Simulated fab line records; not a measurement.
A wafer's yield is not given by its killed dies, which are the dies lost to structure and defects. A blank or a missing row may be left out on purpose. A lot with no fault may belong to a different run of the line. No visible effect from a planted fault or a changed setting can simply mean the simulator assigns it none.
Which tool was responsible? -- flow n5Finfet -- 27 wafers from 10 lots sampled at 6 of the route's 1938 steps

WHAT THE GAUGES READ, wafer by wafer
N5_SD_EPI_P_CD_MEAS_09 targets a cd of 240 nm. Usual: cdNm reads 239.6 nm (standard deviation 0.79).
lot,measured,on,cdNm (nm),flag
L470,day 3 15:27,cdSem-03,240.0 239.8 239.4,
L477,day 5 06:30,cdSem-01,239.3 239.2,
L478,day 5 11:28,cdSem-03,239.5 238.9 240.2,
L479,day 5 18:10,cdSem-03,239.1 239.1 239.8,
L480,day 6 02:04,cdSem-02,240.0 241.5 241.8,
L481,day 6 08:53,cdSem-02,238.9 237.5 238.8,
L482,day 6 11:57,cdSem-01,239.0 239.8 239.6,
L490,day 8 12:59,cdSem-01,239.2 240.4,
L491,day 8 18:29,cdSem-02,238.1 238.6,
L492,day 9 01:24,cdSem-02,240.4 241.1 240.0,

N5_SD_ACTIVATION_RS_MEAS_03: measurement is done with a four-point probe. Usual: RS_SD_N 21.95 ohm/sq, standard deviation 0.3; RS_SD_P 55.8 ohm/sq, standard deviation 0.84.
lot,measured,on,RS_SD_N (ohm/sq),RS_SD_P (ohm/sq),flag
L470,day 3 19:50,filmMetro-01,22.00 21.90 21.73,56.2 57.4 56.8,
L477,day 5 10:45,filmMetro-02,21.65 21.86,56.0 56.7,
L478,day 5 15:47,filmMetro-01,21.81 21.84 21.64,55.5 56.0 55.2,
L479,day 5 22:47,filmMetro-02,22.10 21.52 21.70,76.2 76.3 76.9,OFF
L480,day 6 06:19,filmMetro-01,22.06 22.16 22.50,75.1 76.7 76.7,OFF
L481,day 6 13:08,filmMetro-02,22.25 21.93 21.83,56.6 55.7 55.8,
L482,day 6 17:06,filmMetro-02,21.81 21.89 21.99,76.6 75.5 74.1,OFF
L490,day 8 18:09,filmMetro-02,21.58 21.76,55.7 54.3,
L491,day 8 22:47,filmMetro-02,21.97 22.02,56.9 57.0,
L492,day 9 06:53,filmMetro-02,22.06 22.07 22.17,55.5 56.5 56.4,

N5_ILD0_THK_MEAS_13. Usual: thkNm reads 17.8 nm (standard deviation 1).
lot,measured,on,thkNm (nm),flag
L470,day 4 02:38,filmMetro-02,15.7 18.0 17.6,
L477,day 5 17:22,filmMetro-01,18.1 17.6,
L478,day 5 22:17,filmMetro-01,19.1 19.2 16.6,
L479,day 6 05:33,filmMetro-01,18.6 19.0 17.3,
L480,day 6 12:52,filmMetro-01,17.5 16.8 16.7,
L481,day 6 19:45,filmMetro-02,18.2 18.9 18.9,
L482,day 7 00:29,filmMetro-02,18.8 17.4 19.1,
L490,day 9 00:59,filmMetro-02,17.9 18.3,
L491,day 9 05:41,filmMetro-02,17.2 18.1,
L492,day 9 13:26,filmMetro-02,19.7 19.2 18.5,

N5_BEOL_M4_RC_MEAS_101. Usual: DIBL_N 36.3 mV/V, standard deviation 1.6; DIBL_P 36.2 mV/V, standard deviation 2; IOFF_N 0.160 nA/um, standard deviation 0.028; IOFF_P 0.21 nA/um, standard deviation 0.036; ION_N 677 uA/um, standard deviation 11; ION_P 465 uA/um, standard deviation 6.9; RC_DENSE_P 23.7 ohm.um, standard deviation 0.65; RC_P 19.3 ohm.um, standard deviation 0.5; REXT_P 99.4 ohm.um, standard deviation 2; RS_SD_P 65.5 ohm/sq, standard deviation 0.97; SS_N 71.5 mV/dec, standard deviation 0.55; SS_P 73.3 mV/dec, standard deviation 0.64; VT_N 250 mV, standard deviation 3; VT_P -250 mV, standard deviation 3.5.
lot,measured,on,DIBL_N (mV/V),DIBL_P (mV/V),IOFF_N (nA/um),IOFF_P (nA/um),ION_N (uA/um),ION_P (uA/um),RC_DENSE_P (ohm.um),RC_P (ohm.um),REXT_P (ohm.um),RS_SD_P (ohm/sq),SS_N (mV/dec),SS_P (mV/dec),VT_N (mV),VT_P (mV),flag
L470,day 8 00:02,prober-02,35.3 36.1 36.5,35.1 35.6 36.0,0.145 0.159 0.167,0.20 0.21 0.22,682 679 675,464 471 462,24.9 23.0 23.5,20.4 18.9 18.8,102.4 102.3 101.2,66.6 66.5 66.3,70.8 70.7 70.7,72.4 72.5 72.9,250 248 249,-248 -247 -251,
L477,day 10 06:52,prober-01,34.8 36.5,33.0 35.5,0.131 0.164,0.20 0.24,651 671,456 465,24.5 23.4,19.9 19.2,97.5 97.8,65.6 66.8,71.4 71.7,72.0 73.1,253 249,-250 -245,
L478,day 10 15:08,prober-01,37.8 38.0 37.6,38.9 39.1 38.2,0.187 0.190 0.177,0.29 0.29 0.27,684 688 673,478 479 469,25.1 24.2 24.2,20.6 19.6 19.7,98.3 97.2 99.1,65.5 65.4 64.5,71.4 72.1 71.1,73.6 73.4 73.6,246 248 248,-243 -243 -244,
L479,day 10 22:34,prober-01,35.6 36.8 35.2,33.8 36.8 35.3,0.143 0.181 0.152,0.13 0.17 0.15,679 694 671,440 447 436,28.5 29.9 28.4,23.7 24.9 23.2,122.3 122.2 121.4,88.6 89.1 89.0,71.3 72.5 72.0,72.5 72.8 72.2,252 249 250,-261 -256 -259,OFF
L480,day 10 19:08,prober-01,37.4 38.4 36.8,35.5 36.8 35.0,0.186 0.207 0.172,0.18 0.19 0.16,688 691 670,447 444 435,28.8 30.2 30.0,23.6 24.7 24.3,123.9 128.2 127.1,86.4 87.1 87.0,72.0 71.6 71.4,73.5 74.0 74.1,246 246 249,-255 -253 -257,OFF
L481,day 11 00:25,prober-02,37.0 35.0 35.2,34.4 33.2 32.7,0.143 0.127 0.130,0.18 0.17 0.16,663 668 673,460 463 459,23.1 23.6 23.4,19.1 19.2 19.1,101.9 100.9 102.5,65.8 65.6 65.0,71.6 70.7 71.0,73.0 72.5 72.9,253 253 254,-253 -256 -257,
L482,day 11 02:11,prober-01,37.0 36.2 37.1,34.2 34.8 34.9,0.165 0.169 0.171,0.14 0.15 0.15,680 685 691,438 447 449,29.0 28.5 27.9,23.8 23.3 22.9,128.6 127.2 126.9,87.1 86.0 85.3,72.2 71.6 72.1,72.8 72.7 73.6,249 251 249,-259 -256 -260,OFF
L490,day 13 12:34,prober-02,34.3 34.5,34.8 34.4,0.135 0.128,0.20 0.18,665 665,463 462,23.0 22.7,18.9 18.5,97.2 98.1,65.3 64.3,71.1 70.9,73.0 73.1,251 253,-249 -252,
L491,day 13 18:03,prober-01,36.7 35.5,35.4 34.4,0.172 0.151,0.21 0.20,682 684,463 465,24.3 24.0,19.8 19.6,97.9 96.0,66.1 66.9,71.5 71.0,73.3 73.7,247 246,-250 -248,
L492,day 13 21:29,prober-02,36.5 35.6 36.0,36.4 35.2 35.8,0.155 0.144 0.139,0.19 0.16 0.17,671 678 670,453 456 452,23.4 23.4 23.1,19.0 19.0 19.2,101.4 104.3 102.0,64.3 66.3 65.9,72.0 71.4 71.6,73.5 73.4 73.5,250 251 249,-254 -257 -253,

TOOL THAT RAN EACH LOT (tool first, then ch and the chambers of the sampled wafers, then the start)
lot,N5_SD_EPI_P_EPI_21,N5_ILD0_CMP_03
L470,"epiRpcvd-03 ch 0, day 3 17:21","cmp-03 ch 1,2, day 3 22:32"
L477,"epiRpcvd-02 ch 0, day 5 07:56","cmp-03 ch 0,2, day 5 13:34"
L478,"epiRpcvd-02 ch 0, day 5 14:01","cmp-03 ch 1,2,3, day 5 18:34"
L479,"epiRpcvd-02 ch 0, day 5 20:17","cmp-04 ch 0,1, day 6 01:31"
L480,"epiRpcvd-02 ch 0, day 6 03:30","cmp-04 ch 1,2, day 6 09:02"
L481,"epiRpcvd-03 ch 0, day 6 10:40","cmp-03 ch 0,1, day 6 15:51"
L482,"epiRpcvd-02 ch 0, day 6 13:31","cmp-03 ch 1,2, day 6 20:39"
L490,"epiRpcvd-03 ch 0, day 8 15:58","cmp-01 ch 0, day 8 21:08"
L491,"epiRpcvd-02 ch 0, day 8 20:40","cmp-03 ch 1,3, day 9 01:55"
L492,"epiRpcvd-03 ch 0, day 9 02:58","cmp-01 ch 1,2,3, day 9 09:37"
- N5_SD_EPI_P_EPI_21: deposits SiGe:B, time 355 s.
- N5_ILD0_CMP_03: polishes, stops on SiNx, t overpolish 1.9 s, target thk 197.38 nm.

WHAT THE TOOLS THEMSELVES READ (means of the sampled wafers that have a number; where no wafer has one, the mark that the record gives instead)
N5_SD_EPI_P_EPI_21. Usual: lampInnerPct 10.0 %, standard deviation 0.56; susceptorTempC 550.03 C, standard deviation 0.26.
lot,tool,lampInnerPct (%),susceptorTempC (C),flag
L470,epiRpcvd-03,9.3,549.86,
L477,epiRpcvd-02,10.6,550.05,
L478,epiRpcvd-02,10.5,550.26,
L479,epiRpcvd-02,10.6,549.97,
L480,epiRpcvd-02,10.5,549.87,
L481,epiRpcvd-03,9.3,550.31,
L482,epiRpcvd-02,10.6,549.95,
L490,epiRpcvd-03,9.4,549.67,
L491,epiRpcvd-02,10.4,550.20,
L492,epiRpcvd-03,9.3,550.07,

N5_ILD0_CMP_03. Usual: edgeZonePressureFrac 1.000, standard deviation 0.0052; motorCurrentA 13.4 A, standard deviation 1.7; overpolishRunS 1.899 s, standard deviation 0.009; retainingRingPressureFrac 1.000, standard deviation 0.0049; timeToEndpointS 70 s, standard deviation 4.
lot,tool,edgeZonePressureFrac,motorCurrentA (A),overpolishRunS (s),retainingRingPressureFrac,timeToEndpointS (s),flag
L470,cmp-03,1.002,13.0,1.893,1.005,66,
L477,cmp-03,1.001,11.9,1.896,0.999,72,
L478,cmp-03,0.996,12.7,1.896,1.001,68,
L479,cmp-04,1.002,13.3,1.886,1.000,73,
L480,cmp-04,1.004,12.9,1.897,1.009,75,
L481,cmp-03,0.997,14.7,1.910,0.999,65,
L482,cmp-03,1.001,13.2,1.896,1.001,65,
L490,cmp-01,1.007,15.4,1.902,1.007,72,
L491,cmp-03,1.002,13.8,1.891,0.996,71,
L492,cmp-01,0.999,13.9,1.904,0.998,75,

THE ANSWER, worked out from the rows above alone
Rule: take the mean of a lot's wafers that have a number; if it is more than 3 standard deviations from the usual mean, the lot is off. Also off: a lot with no number at a reading for which 4 or more lots have one. Where the step has rows for the other lots, those lots are counted as sound. Order of review: gauges by route order, followed by the tools' own readings, for which a lot's mean as printed above is used. The first step at which some lot is off is used, and at that step the reading that is off furthest; a lot without a number counts as furthest.
Off: L479, L480, L482, at N5_SD_ACTIVATION_RS_MEAS_03 (RS_SD_P).
If a tool, at a process step before that reading, ran all the lots that are off and no sound lot after the first of them, it fits. Not tried: the gauges at N5_SD_ACTIVATION_RS_MEAS_03; whatever is off there is also off at N5_BEOL_M4_RC_MEAS_101, on other tools, and gauge error can't account for it. Of those tried, none fits.

WHAT HAD BEEN PUT IN BY THE SIMULATOR
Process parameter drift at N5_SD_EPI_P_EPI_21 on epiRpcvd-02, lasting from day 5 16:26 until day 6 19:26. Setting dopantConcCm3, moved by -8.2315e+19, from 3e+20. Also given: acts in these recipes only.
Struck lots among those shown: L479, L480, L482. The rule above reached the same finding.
